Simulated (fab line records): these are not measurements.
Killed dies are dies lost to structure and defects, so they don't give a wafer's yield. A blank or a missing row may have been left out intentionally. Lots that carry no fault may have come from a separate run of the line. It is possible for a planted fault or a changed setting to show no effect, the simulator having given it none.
A single fault, viewed from 2 desks	flow n5Finfet	every desk sees just its own numbers, and what lay behind them comes last

== METROLOGY DESK ==
Means of the sampled wafers that have a number, per lot and without regard to the tool the lot ran on: this is what the gauges read. Marked OUT: a lot whose mean sits more than 4 standard deviations from the usual mean, which makes it out of limits; the brackets give that distance. Of its 12 readings 7 are shown: those that lie furthest out on some lot.
Columns: A = thkNm at N5_DUMMY_GATE_THK_MEAS_05, usual 72.0 nm; B = DIBL_N at N5_BEOL_M4_RC_MEAS_101, usual 36.2 mV/V; C = IOFF_P at N5_BEOL_M4_RC_MEAS_101, usual 0.210 nA/um; D = ION_P at N5_BEOL_M4_RC_MEAS_101, usual 465 uA/um; E = SS_N at N5_BEOL_M4_RC_MEAS_101, usual 71.4 mV/dec; F = VT_N at N5_BEOL_M4_RC_MEAS_101, usual 249.9 mV; G = VT_P at N5_BEOL_M4_RC_MEAS_101, usual -250 mV
lot	first seen here	A	B	C	D	E	F	G
L797	day 2 05:19	71.4	36.8	0.206	464	71.6	250.5	-251
L798	day 2 09:26	73.1	35.4	0.189	465	71.0	252.6	-251
L799	day 2 14:26	71.6	35.7	0.230	473	70.9	247.1	-247
L801	day 3 03:48	71.2	36.7	0.227	465	71.2	249.2	-248
L802	day 3 09:08	72.4	37.0	0.187	460	71.3	250.8	-252
L803	day 3 19:29	73.3	34.7	0.216	470	71.1	250.5	-251
L805	day 4 03:23	72.5	35.7	0.246	475	71.7	248.0	-245
L806	day 4 09:21	71.2	36.1	0.238	465	71.5	248.5	-246
L808	day 4 20:46	72.2	36.4	0.236	469	71.6	248.0	-249
L818	day 7 10:38	72.7	37.4	0.209	463	71.5	250.4	-249
This desk's finding: nothing out of limits on any of the 10 lots.

== THE DEFECT DESK ==
Counts from the inspections along the route, per lot, as means over the sampled wafers that have a number. Marked OUT: a lot whose mean sits more than 4 standard deviations from the usual mean, which makes it out of limits; the brackets give that distance.
Columns: A = rawDefectCount at N5_STI_FIN_REVEAL_INSPECT_13, usual 13
lot	first seen here	A
L797	day 2 15:49	11
L798	day 2 19:19	13
L799	day 3 01:13	16
L801	day 3 13:35	12
L802	day 3 19:10	17
L803	day 4 05:27	8
L805	day 4 13:24	11
L806	day 4 19:41	8
L808	day 5 06:47	10
L818	day 7 20:30	111 (+16) OUT
This desk finds L818 out of limits, L818 being first, at day 7 20:30 (rawDefectCount at N5_STI_FIN_REVEAL_INSPECT_13). L797, L798, L799, L801, L802, L803, L805, L806, L808: within limits.

== TAKEN TOGETHER ==
The defect desk could have raised an alarm at day 7 20:30, on L818.
At the metrology desk, nothing out of limits was observed.
The metrology desk has L818 on record, within its limits.
All the named lots went through N5_STI_FIN_REVEAL_STRIP_35 on wetBench-06.

== WHAT THE SIMULATOR HAD PUT IN ==
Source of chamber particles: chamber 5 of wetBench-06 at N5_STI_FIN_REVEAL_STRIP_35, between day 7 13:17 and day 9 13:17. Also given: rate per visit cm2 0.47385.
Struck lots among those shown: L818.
Hours from the fault's start to each desk's first reading out of limits: the defect desk, 7.
